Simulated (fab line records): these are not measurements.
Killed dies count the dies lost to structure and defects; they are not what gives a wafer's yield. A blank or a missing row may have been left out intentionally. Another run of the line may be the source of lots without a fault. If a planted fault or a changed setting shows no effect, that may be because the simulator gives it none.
Matching of chambers + flow nand-harc + NHARC_P_M1_DEP_33 on pecvd-03: 3 sister chambers
The step deposits SiCN, target thk 30 nm. 16 wafers are shown with their chamber, then 8 later ones without.

WAFERS PAIRED WITH THEIR CHAMBERS
| wafer  | chamber | heater-power-w (W) | susceptor-temp-C (C) |
|--------|---------|--------------------|----------------------|
| L076.1 | 1       | 678                | 369.98               |
| L076.2 | 2       | 475                | 369.54               |
| L076.3 | 0       | 677                | 369.98               |
| L076.4 | 2       | 491                | 370.08               |
| L076.5 | 1       | 675                | 370.10               |
| L076.6 | 0       | 694                | 370.19               |
| L078.3 | 1       | 642                | 370.06               |
| L078.4 | 2       | 503                | 369.79               |
| L078.6 | 1       | 646                | 370.20               |
| L079.1 | 1       | 697                | 370.35               |
| L079.2 | 2       | 541                | 369.77               |
| L079.3 | 0       | 635                | 369.77               |
| L089.1 | 1       | 666                | 370.20               |
| L089.4 | 1       | 668                | 370.29               |
| L089.5 | 2       | 559                | 369.74               |
| L093.1 | 2       | 537                | 369.52               |

SIGNATURES (averages over the wafers above)
| reading          | chamber 0 | chamber 1 | chamber 2 | scatter within a chamber |
|------------------|-----------|-----------|-----------|--------------------------|
| heater-power-w   | 668.67    | 667.43    | 517.67    | 26.8                     |
| susceptor-temp-C | 369.9800  | 370.1686  | 369.7400  | 0.175                    |
Rule: for each reading, subtract the chamber's mean from the wafer's reading, divide by that reading's scatter and square the result; add these up over the readings and take the root, which gives the wafer's distance from the chamber. If the next closest chamber is less than 2 further off than the closest, the wafer can't be placed; otherwise it belongs to the closest. The scatter: take each reading less its chamber's mean, square it, sum over the shown wafers, divide by the number of wafers less the number of chambers, and take the root.

WAFERS MISSING THEIR CHAMBER
| wafer  | heater-power-w (W) | susceptor-temp-C (C) |
|--------|--------------------|----------------------|
| L093.2 | 695                | 370.52               |
| L093.6 | 695                | 370.03               |
| L095.2 | 534                | 370.10               |
| L095.3 | 675                | 370.29               |
| L095.6 | 674                | 369.92               |
| L096.2 | 570                | 370.48               |
| L096.5 | 567                | 370.16               |
| L096.6 | 565                | 370.48               |

CHAMBER TAKEN BY EACH
| wafer  | from the rows above          | in truth |
|--------|------------------------------|----------|
| L093.2 | can't be placed: 1 or 0      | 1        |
| L093.6 | can't be placed: 0 or 1      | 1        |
| L095.2 | 2                            | 2        |
| L095.3 | can't be placed: 1 or 0      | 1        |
| L095.6 | can't be placed: 0 or 1      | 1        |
| L096.2 | can't be placed: 1 or 0 or 2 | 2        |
| L096.5 | can't be placed: 2 or 1 or 0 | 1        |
| L096.6 | can't be placed: 1 or 2 or 0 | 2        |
Placed correctly: 1 of 8. Not placeable from these rows: 7 (in 7, the candidates include the true chamber). Wrongly placed: 0.
